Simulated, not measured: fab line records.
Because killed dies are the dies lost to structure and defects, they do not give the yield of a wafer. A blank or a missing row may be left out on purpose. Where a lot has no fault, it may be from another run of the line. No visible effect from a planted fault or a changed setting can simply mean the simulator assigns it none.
Split-lot trial | flow n5Finfet | on a route of 1938 steps: 7 lots, 21 wafers read

THE SPLIT
At N5_BEOL_M4_ETCH_70 (etches SOC in N2/H2, target depth 80 nm, overetch 24 nm, time 130 s), the setting biasW was moved away from the recipe's 150 W on 8 of the 21 wafers read, by -15.1% to +15.0%. This setting was run at the recipe's value on the other wafers.

The reading comes from the split's own step.

THE READING
rfVppV, in V, at N5_BEOL_M4_ETCH_70 (etches SOC in N2/H2, target depth 80 nm, overetch 24 nm, time 130 s). A value of 524.9 V with a standard deviation of 2.7 V is what fault-free wafers of this fab line usually give.

wafer  | tool, chamber at the split | biasW as run, W | against the recipe | rfVppV, V | against lot-mates on the recipe
L080.2 | rieDiel-06, 2              | 150             | recipe             | 527.7     | -
L080.3 | rieDiel-06, 1              | 150             | recipe             | 523.1     | -
L080.5 | rieDiel-06, 3              | 172.5           | +15.0%             | 574.7     | +49.3
L082.1 | rieDiel-04, 3              | 168.8           | +12.5%             | 561.1     | +40.6
L082.4 | rieDiel-04, 3              | 168.8           | +12.5%             | 561.1     | +40.6
L082.6 | rieDiel-04, 2              | 150             | recipe             | 520.5     | -
L083.1 | rieDiel-05, 2              | 150             | recipe             | 523.0     | -
L083.3 | rieDiel-05, 1              | 133.2           | -11.2%             | 492.1     | -30.9
L083.5 | rieDiel-05, 0              | 133.2           | -11.2%             | 491.3     | -31.7
L090.4 | rieDiel-06, 1              | 150             | recipe             | 521.2     | -
L090.5 | rieDiel-06, 3              | 150             | recipe             | 523.6     | -
L090.6 | rieDiel-06, 2              | 172             | +14.7%             | 575.9     | +53.5
L091.2 | rieDiel-05, 2              | 127.3           | -15.1%             | 472.2     | -53.2
L091.3 | rieDiel-05, 0              | 150             | recipe             | 527.2     | -
L091.6 | rieDiel-05, 2              | 150             | recipe             | 523.5     | -
L092.1 | rieDiel-04, 0              | 135.9           | -9.4%              | 492.6     | -30.2
L092.3 | rieDiel-04, 3              | 150             | recipe             | 521.2     | -
L092.6 | rieDiel-04, 1              | 150             | recipe             | 524.4     | -
L096.1 | rieDiel-04, 0              | 150             | recipe             | 527.1     | -
L096.5 | rieDiel-04, 0              | 150             | recipe             | 526.2     | -
L096.6 | rieDiel-04, 1              | 150             | recipe             | 525.9     | -

FIT RESULTS
A straight line over all 21 wafers: rfVppV changes by +3.21 V for each +1% of biasW; r = +0.99; the points scatter about the line by 2.9 V.
The same after taking each lot's own level away (the mean of its wafers on the recipe; 21 wafers): +3.27 V for each +1%; r = +1.00; scatter 2.5 V.
That fit puts the effect of the largest move of biasW on the reading at 50 V.
Measured against the standard deviation above, the lots' own levels, which go from 520.50 to 526.40 V, span 2.2 times it.
Consequently the slope shifts little with the lot-to-lot level, the two slopes agreeing.
Check: for one of the wafers moved furthest among these (-15.1%), held out of the fit, the line's prediction against its lot-mates is -47.6 V. Against them it came out at -53.2 V.
Tool readings at the split's step, against how far the setting was moved: rfVppV r = +0.99.

OTHER SPLITS APPLIED TO THESE WAFERS
Before the reading, these wafers also passed through other splits. Each is held against what the fit with the lots' levels taken away leaves over:
other split on the same wafers  | wafers away from the commonest value | r with rfVppV (lot level and that fit taken away)
N5_BEOL_M2_EXPOSE_25 doseMj     | 4                                    | -0.35
N5_BEOL_M3_ILD_DEP_00 timeS     | 7                                    | -0.18
N5_BEOL_M3_HM_DEP_02 targetThkA | 6                                    | +0.04

THE WHOLE CHAIN: every reading that the file lists as answering this split, in the file's order
step               | what it does                                                        | reading                                                                         | change (the file's fit)               | r (the file's)
N5_BEOL_M4_ETCH_70 | etches SOC in N2/H2, target depth 80 nm, overetch 24 nm, time 130 s | rfVppV                                                                          | +3.34 V for each +1% of the setting   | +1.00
N5_BEOL_M4_ETCH_70 | etches SOC in N2/H2, target depth 80 nm, overetch 24 nm, time 130 s | SiARC_of_BEOL_M4_COAT_68.thkNm (the simulator's own value, which no gauge read) | -0.082 nm for each +1% of the setting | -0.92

THE FILE'S OWN FIT
rfVppV changes by +3.34 V for each +1% of biasW, r = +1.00.
